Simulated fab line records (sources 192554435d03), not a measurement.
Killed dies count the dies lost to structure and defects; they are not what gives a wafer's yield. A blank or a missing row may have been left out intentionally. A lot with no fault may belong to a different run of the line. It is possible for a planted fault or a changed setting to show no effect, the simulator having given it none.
Split-lot study / flow n5Finfet / 21 wafers read from 7 lots, route of 1938 steps

== THE SPLIT ITSELF ==
At N5_MOL_CONTACT_COAG_SPUTTER_130 (material Co, target thk 47.5 nm), the setting powerW was moved away from the recipe's 3000 W on 7 of the 21 wafers read, by -13.3% to +5.8%. For the rest of the wafers, this setting stayed at what the recipe calls for.

The split's own step is where the reading is taken.

== THE READING ==
Co_of_MOL_CONTACT_COAG_SPUTTER_130.thkNm (the simulator's own value, which no gauge read), in nm, at N5_MOL_CONTACT_COAG_SPUTTER_130 (material Co, target thk 47.5 nm). The file does not state a usual value for it. Across the 14 wafers here that went through the recipe, the average is 47.5 nm and the standard deviation 0.55 nm.

wafer=L078.2; tool, chamber at the split=pvdSputter-01, -; powerW as run, W=3000; against the recipe=recipe; Co_of_MOL_CONTACT_COAG_SPUTTER_130.thkNm, nm=47.4; against lot-mates on the recipe=-
wafer=L078.6; tool, chamber at the split=pvdSputter-01, -; powerW as run, W=3000; against the recipe=recipe; Co_of_MOL_CONTACT_COAG_SPUTTER_130.thkNm, nm=47.4; against lot-mates on the recipe=-
wafer=L078.3; tool, chamber at the split=pvdSputter-01, -; powerW as run, W=3000; against the recipe=recipe; Co_of_MOL_CONTACT_COAG_SPUTTER_130.thkNm, nm=47.6; against lot-mates on the recipe=-
wafer=L079.1; tool, chamber at the split=pvdSputter-01, -; powerW as run, W=3000; against the recipe=recipe; Co_of_MOL_CONTACT_COAG_SPUTTER_130.thkNm, nm=47.6; against lot-mates on the recipe=-
wafer=L079.3; tool, chamber at the split=pvdSputter-01, -; powerW as run, W=3000; against the recipe=recipe; Co_of_MOL_CONTACT_COAG_SPUTTER_130.thkNm, nm=47; against lot-mates on the recipe=-
wafer=L079.4; tool, chamber at the split=pvdSputter-01, -; powerW as run, W=3000; against the recipe=recipe; Co_of_MOL_CONTACT_COAG_SPUTTER_130.thkNm, nm=47.2; against lot-mates on the recipe=-
wafer=L084.3; tool, chamber at the split=pvdSputter-03, -; powerW as run, W=3136; against the recipe=+4.5%; Co_of_MOL_CONTACT_COAG_SPUTTER_130.thkNm, nm=49.4; against lot-mates on the recipe=+1.2
wafer=L084.4; tool, chamber at the split=pvdSputter-03, -; powerW as run, W=3136; against the recipe=+4.5%; Co_of_MOL_CONTACT_COAG_SPUTTER_130.thkNm, nm=49.6; against lot-mates on the recipe=+1.4
wafer=L084.5; tool, chamber at the split=pvdSputter-03, -; powerW as run, W=3000; against the recipe=recipe; Co_of_MOL_CONTACT_COAG_SPUTTER_130.thkNm, nm=48.2; against lot-mates on the recipe=-
wafer=L085.3; tool, chamber at the split=pvdSputter-01, -; powerW as run, W=3174; against the recipe=+5.8%; Co_of_MOL_CONTACT_COAG_SPUTTER_130.thkNm, nm=50.4; against lot-mates on the recipe=+2.2
wafer=L085.4; tool, chamber at the split=pvdSputter-01, -; powerW as run, W=3174; against the recipe=+5.8%; Co_of_MOL_CONTACT_COAG_SPUTTER_130.thkNm, nm=50.2; against lot-mates on the recipe=+2.0
wafer=L085.5; tool, chamber at the split=pvdSputter-01, -; powerW as run, W=3000; against the recipe=recipe; Co_of_MOL_CONTACT_COAG_SPUTTER_130.thkNm, nm=48.2; against lot-mates on the recipe=-
wafer=L088.1; tool, chamber at the split=pvdSputter-01, -; powerW as run, W=3000; against the recipe=recipe; Co_of_MOL_CONTACT_COAG_SPUTTER_130.thkNm, nm=48.2; against lot-mates on the recipe=-
wafer=L088.3; tool, chamber at the split=pvdSputter-01, -; powerW as run, W=2601; against the recipe=-13.3%; Co_of_MOL_CONTACT_COAG_SPUTTER_130.thkNm, nm=41.6; against lot-mates on the recipe=-6.6
wafer=L088.4; tool, chamber at the split=pvdSputter-01, -; powerW as run, W=2601; against the recipe=-13.3%; Co_of_MOL_CONTACT_COAG_SPUTTER_130.thkNm, nm=41.4; against lot-mates on the recipe=-6.8
wafer=L091.2; tool, chamber at the split=pvdSputter-03, -; powerW as run, W=3000; against the recipe=recipe; Co_of_MOL_CONTACT_COAG_SPUTTER_130.thkNm, nm=46.6; against lot-mates on the recipe=-
wafer=L091.6; tool, chamber at the split=pvdSputter-03, -; powerW as run, W=3000; against the recipe=recipe; Co_of_MOL_CONTACT_COAG_SPUTTER_130.thkNm, nm=46.6; against lot-mates on the recipe=-
wafer=L091.3; tool, chamber at the split=pvdSputter-03, -; powerW as run, W=2609; against the recipe=-13.0%; Co_of_MOL_CONTACT_COAG_SPUTTER_130.thkNm, nm=41.2; against lot-mates on the recipe=-5.4
wafer=L097.2; tool, chamber at the split=pvdSputter-03, -; powerW as run, W=3000; against the recipe=recipe; Co_of_MOL_CONTACT_COAG_SPUTTER_130.thkNm, nm=47.8; against lot-mates on the recipe=-
wafer=L097.3; tool, chamber at the split=pvdSputter-03, -; powerW as run, W=3000; against the recipe=recipe; Co_of_MOL_CONTACT_COAG_SPUTTER_130.thkNm, nm=46.8; against lot-mates on the recipe=-
wafer=L097.5; tool, chamber at the split=pvdSputter-03, -; powerW as run, W=3000; against the recipe=recipe; Co_of_MOL_CONTACT_COAG_SPUTTER_130.thkNm, nm=48; against lot-mates on the recipe=-

THE FIT
A straight line over all 21 wafers: Co_of_MOL_CONTACT_COAG_SPUTTER_130.thkNm changes by +0.462 nm for each +1% of powerW; r = +0.98; the points scatter about the line by 0.49 nm.
The same after taking each lot's own level away (the mean of its wafers on the recipe; 21 wafers): +0.445 nm for each +1%; r = +0.99; scatter 0.42 nm.
That fit puts the effect of the largest move of powerW on the reading at 5.9 nm.
The lots' own levels span 46.60 to 48.20 nm, that is 2.9 times the standard deviation above.
The two slopes agree, so the slope changes little with the lot-to-lot level.
Check: with one of the wafers moved furthest among these (-13.3%) left out of the fit, the line predicts -5.88 nm for it against its lot-mates. Against them it came out at -6.6 nm.

== FURTHER SPLITS ON THESE WAFERS ==
These wafers also went through other splits before the reading. Each is held against what the fit with the lots' levels taken away leaves over:
other split on the same wafers=N5_SD_EPI_N_ETCH_16 targetDepthA; wafers away from the commonest value=5; r with Co_of_MOL_CONTACT_COAG_SPUTTER_130.thkNm (lot level and that fit taken away)=+0.06
other split on the same wafers=N5_SD_EPI_N_EPI_21 tempC; wafers away from the commonest value=5; r with Co_of_MOL_CONTACT_COAG_SPUTTER_130.thkNm (lot level and that fit taken away)=+0.03
other split on the same wafers=N5_HKMG_FIN_ETCH_54 sourceW; wafers away from the commonest value=6; r with Co_of_MOL_CONTACT_COAG_SPUTTER_130.thkNm (lot level and that fit taken away)=+0.02
other split on the same wafers=N5_HKMG_FIN_ETCH_55 biasW; wafers away from the commonest value=7; r with Co_of_MOL_CONTACT_COAG_SPUTTER_130.thkNm (lot level and that fit taken away)=-0.05
other split on the same wafers=N5_GATE_CUT_ALD_22 aldCycles; wafers away from the commonest value=9; r with Co_of_MOL_CONTACT_COAG_SPUTTER_130.thkNm (lot level and that fit taken away)=+0.36
other split on the same wafers=N5_GATE_CUT_CMP_23 platenRpm; wafers away from the commonest value=9; r with Co_of_MOL_CONTACT_COAG_SPUTTER_130.thkNm (lot level and that fit taken away)=+0.16

== THE FILE'S OWN FIT ==
Co_of_MOL_CONTACT_COAG_SPUTTER_130.thkNm changes by +0.443 nm for each +1% of powerW, r = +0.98.
